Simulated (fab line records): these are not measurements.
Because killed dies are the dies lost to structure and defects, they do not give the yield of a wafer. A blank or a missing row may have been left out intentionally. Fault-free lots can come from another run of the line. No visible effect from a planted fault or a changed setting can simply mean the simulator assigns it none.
Which tool did it? || flow nand_harc || 24 lots with 72 wafers sampled at 3 steps, on a route of 1302 steps

WHAT EACH GAUGE READ, for each wafer
NHARC_P_CONTACT_INSPECT_27. Usual: raw_defect_count at 285, with a standard deviation of 110.
{"lot": "L074", "measured": "day 6 04:07", "on": "defect_inspect-02", "raw_defect_count": "135 137 207", "flag": ""}
{"lot": "L075", "measured": "day 6 06:29", "on": "defect_inspect-01", "raw_defect_count": "246 375 176", "flag": ""}
{"lot": "L076", "measured": "day 6 20:48", "on": "defect_inspect-02", "raw_defect_count": "308 135 235", "flag": ""}
{"lot": "L077", "measured": "day 7 06:50", "on": "defect_inspect-02", "raw_defect_count": "615 207 275", "flag": ""}
{"lot": "L078", "measured": "day 7 13:18", "on": "defect_inspect-01", "raw_defect_count": "439 695 311", "flag": ""}
{"lot": "L079", "measured": "day 8 05:30", "on": "defect_inspect-02", "raw_defect_count": "229 201 205", "flag": ""}
{"lot": "L080", "measured": "day 9 00:17", "on": "defect_inspect-02", "raw_defect_count": "403 158 409", "flag": ""}
{"lot": "L081", "measured": "day 9 00:49", "on": "defect_inspect-02", "raw_defect_count": "275 553 359", "flag": ""}
{"lot": "L082", "measured": "day 9 09:29", "on": "defect_inspect-02", "raw_defect_count": "314 164 207", "flag": ""}
{"lot": "L084", "measured": "day 10 01:01", "on": "defect_inspect-01", "raw_defect_count": "177 101 285", "flag": ""}
{"lot": "L083", "measured": "day 10 02:25", "on": "defect_inspect-02", "raw_defect_count": "391 264 455", "flag": ""}
{"lot": "L085", "measured": "day 10 20:03", "on": "defect_inspect-02", "raw_defect_count": "315 136 210", "flag": ""}
{"lot": "L086", "measured": "day 11 02:10", "on": "defect_inspect-01", "raw_defect_count": "357 365 276", "flag": ""}
{"lot": "L087", "measured": "day 11 05:21", "on": "defect_inspect-01", "raw_defect_count": "336 165 285", "flag": ""}
{"lot": "L088", "measured": "day 11 17:27", "on": "defect_inspect-02", "raw_defect_count": "296 352 246", "flag": ""}
{"lot": "L089", "measured": "day 12 14:32", "on": "defect_inspect-01", "raw_defect_count": "303 267 212", "flag": ""}
{"lot": "L090", "measured": "day 12 20:58", "on": "defect_inspect-01", "raw_defect_count": "201 262 203", "flag": ""}
{"lot": "L091", "measured": "day 13 02:14", "on": "defect_inspect-02", "raw_defect_count": "234 223 391", "flag": ""}
{"lot": "L092", "measured": "day 13 07:43", "on": "defect_inspect-02", "raw_defect_count": "195 308 587", "flag": ""}
{"lot": "L093", "measured": "day 13 20:31", "on": "defect_inspect-01", "raw_defect_count": "210 253 318", "flag": ""}
{"lot": "L094", "measured": "day 14 08:20", "on": "defect_inspect-01", "raw_defect_count": "295 131 212", "flag": ""}
{"lot": "L095", "measured": "day 14 12:28", "on": "defect_inspect-02", "raw_defect_count": "148 171 176", "flag": ""}
{"lot": "L096", "measured": "day 14 22:41", "on": "defect_inspect-02", "raw_defect_count": "259 172 210", "flag": ""}
{"lot": "L097", "measured": "day 15 11:31", "on": "defect_inspect-02", "raw_defect_count": "516 416 510", "flag": ""}

NHARC_P_M0_INSPECT_11. Usual: raw_defect_count at 4.0, with a standard deviation of 2.2.
{"lot": "L074", "measured": "day 6 05:19", "on": "defect_inspect-01", "raw_defect_count": "5 4 4", "flag": ""}
{"lot": "L075", "measured": "day 6 07:38", "on": "defect_inspect-02", "raw_defect_count": "1 3 1", "flag": ""}
{"lot": "L076", "measured": "day 6 21:50", "on": "defect_inspect-01", "raw_defect_count": "3 8 5", "flag": ""}
{"lot": "L077", "measured": "day 7 07:52", "on": "defect_inspect-01", "raw_defect_count": "3 4 4", "flag": ""}
{"lot": "L078", "measured": "day 7 14:19", "on": "defect_inspect-01", "raw_defect_count": "4 4 6", "flag": ""}
{"lot": "L079", "measured": "day 8 06:23", "on": "defect_inspect-02", "raw_defect_count": "4 5 4", "flag": ""}
{"lot": "L080", "measured": "day 9 01:18", "on": "defect_inspect-02", "raw_defect_count": "5 3 5", "flag": ""}
{"lot": "L081", "measured": "day 9 01:43", "on": "defect_inspect-02", "raw_defect_count": "5 5 2", "flag": ""}
{"lot": "L082", "measured": "day 9 10:30", "on": "defect_inspect-01", "raw_defect_count": "4 1 8", "flag": ""}
{"lot": "L084", "measured": "day 10 02:02", "on": "defect_inspect-01", "raw_defect_count": "3 1 3", "flag": ""}
{"lot": "L083", "measured": "day 10 03:26", "on": "defect_inspect-02", "raw_defect_count": "7 5 4", "flag": ""}
{"lot": "L085", "measured": "day 10 21:05", "on": "defect_inspect-02", "raw_defect_count": "4 6 1", "flag": ""}
{"lot": "L086", "measured": "day 11 03:11", "on": "defect_inspect-01", "raw_defect_count": "4 6 4", "flag": ""}
{"lot": "L087", "measured": "day 11 06:22", "on": "defect_inspect-01", "raw_defect_count": "2 1 1", "flag": ""}
{"lot": "L088", "measured": "day 11 18:20", "on": "defect_inspect-02", "raw_defect_count": "6 1 4", "flag": ""}
{"lot": "L089", "measured": "day 12 15:33", "on": "defect_inspect-01", "raw_defect_count": "3 5 1", "flag": ""}
{"lot": "L090", "measured": "day 12 22:07", "on": "defect_inspect-02", "raw_defect_count": "4 5 7", "flag": ""}
{"lot": "L091", "measured": "day 13 03:17", "on": "defect_inspect-02", "raw_defect_count": "7 4 7", "flag": ""}
{"lot": "L092", "measured": "day 13 08:45", "on": "defect_inspect-01", "raw_defect_count": "10 0 1", "flag": ""}
{"lot": "L093", "measured": "day 13 21:25", "on": "defect_inspect-02", "raw_defect_count": "4 3 4", "flag": ""}
{"lot": "L094", "measured": "day 14 09:30", "on": "defect_inspect-02", "raw_defect_count": "0 3 2", "flag": ""}
{"lot": "L095", "measured": "day 14 13:22", "on": "defect_inspect-02", "raw_defect_count": "5 6 4", "flag": ""}
{"lot": "L096", "measured": "day 14 23:43", "on": "defect_inspect-02", "raw_defect_count": "3 3 2", "flag": ""}
{"lot": "L097", "measured": "day 15 12:25", "on": "defect_inspect-01", "raw_defect_count": "0 2 4", "flag": ""}

NHARC_P_M0_CD_MEAS_16. Usual: cd_nm at 90.3 nm, with a standard deviation of 0.73.
{"lot": "L074", "measured": "day 6 05:49", "on": "cd_sem-03", "cd_nm (nm)": "89.7 89.9 89.4", "flag": ""}
{"lot": "L075", "measured": "day 6 08:01", "on": "cd_sem-03", "cd_nm (nm)": "90.1 90.5 90.2", "flag": ""}
{"lot": "L076", "measured": "day 6 22:15", "on": "cd_sem-01", "cd_nm (nm)": "90.0 88.7 89.4", "flag": ""}
{"lot": "L077", "measured": "day 7 08:14", "on": "cd_sem-01", "cd_nm (nm)": "90.2 90.7 91.0", "flag": ""}
{"lot": "L078", "measured": "day 7 14:57", "on": "cd_sem-01", "cd_nm (nm)": "90.4 89.1 91.6", "flag": ""}
{"lot": "L079", "measured": "day 8 06:45", "on": "cd_sem-01", "cd_nm (nm)": "90.3 89.8 90.3", "flag": ""}
{"lot": "L080", "measured": "day 9 01:40", "on": "cd_sem-03", "cd_nm (nm)": "91.3 90.2 91.2", "flag": ""}
{"lot": "L081", "measured": "day 9 02:11", "on": "cd_sem-03", "cd_nm (nm)": "89.2 88.8 90.4", "flag": ""}
{"lot": "L082", "measured": "day 9 10:52", "on": "cd_sem-03", "cd_nm (nm)": "90.1 90.7 90.6", "flag": ""}
{"lot": "L084", "measured": "day 10 02:24", "on": "cd_sem-02", "cd_nm (nm)": "88.6 90.8 90.7", "flag": ""}
{"lot": "L083", "measured": "day 10 03:50", "on": "cd_sem-02", "cd_nm (nm)": "90.9 90.8 90.3", "flag": ""}
{"lot": "L085", "measured": "day 10 21:26", "on": "cd_sem-03", "cd_nm (nm)": "90.2 89.5 89.2", "flag": ""}
{"lot": "L086", "measured": "day 11 03:36", "on": "cd_sem-03", "cd_nm (nm)": "91.9 91.2 90.4", "flag": ""}
{"lot": "L087", "measured": "day 11 06:44", "on": "cd_sem-02", "cd_nm (nm)": "89.6 90.5 90.4", "flag": ""}
{"lot": "L088", "measured": "day 11 18:42", "on": "cd_sem-03", "cd_nm (nm)": "91.0 90.7 90.1", "flag": ""}
{"lot": "L089", "measured": "day 12 15:58", "on": "cd_sem-03", "cd_nm (nm)": "90.4 88.5 88.5", "flag": ""}
{"lot": "L090", "measured": "day 12 22:29", "on": "cd_sem-03", "cd_nm (nm)": "92.4 90.6 89.9", "flag": ""}
{"lot": "L091", "measured": "day 13 03:39", "on": "cd_sem-03", "cd_nm (nm)": "91.0 90.8 89.5", "flag": ""}
{"lot": "L092", "measured": "day 13 09:10", "on": "cd_sem-01", "cd_nm (nm)": "91.2 90.2 90.7", "flag": ""}
{"lot": "L093", "measured": "day 13 21:46", "on": "cd_sem-03", "cd_nm (nm)": "91.6 91.4 89.9", "flag": ""}
{"lot": "L094", "measured": "day 14 09:52", "on": "cd_sem-02", "cd_nm (nm)": "90.4 91.1 90.1", "flag": ""}
{"lot": "L095", "measured": "day 14 13:44", "on": "cd_sem-03", "cd_nm (nm)": "90.1 90.8 90.8", "flag": ""}
{"lot": "L096", "measured": "day 15 00:05", "on": "cd_sem-02", "cd_nm (nm)": "90.2 91.0 89.8", "flag": ""}
{"lot": "L097", "measured": "day 15 12:47", "on": "cd_sem-03", "cd_nm (nm)": "90.2 90.3 89.6", "flag": ""}

WHAT TOOL EACH LOT RAN ON (gives the tool, then ch and the chambers of the sampled wafers, and finally the start)
The record holds no process step before these readings.

AS READ BY THE TOOLS THEMSELVES (means over the sampled wafers that have a number; for cases with no such wafer, the mark the record gives instead)
The record holds no such reading with a usual standard deviation.

THE ANSWER, worked out from the rows above alone
Rule: lot off if the mean of its wafers having a number is beyond 3 standard deviations from the usual mean. A lot without any number at a reading at which 4 lots or more have one is off too. Where the step has rows for the other lots, those lots are counted as sound. Order of review: gauges by route order, followed by the tools' own readings, for which a lot's mean as printed above is used. At the first step where some lot is off, the reading lying furthest off is the one used; lots without a number count as furthest.
Across all readings shown, no lot is off: no conclusion can be drawn from this.

WHAT THE SIMULATOR HAD PUT IN
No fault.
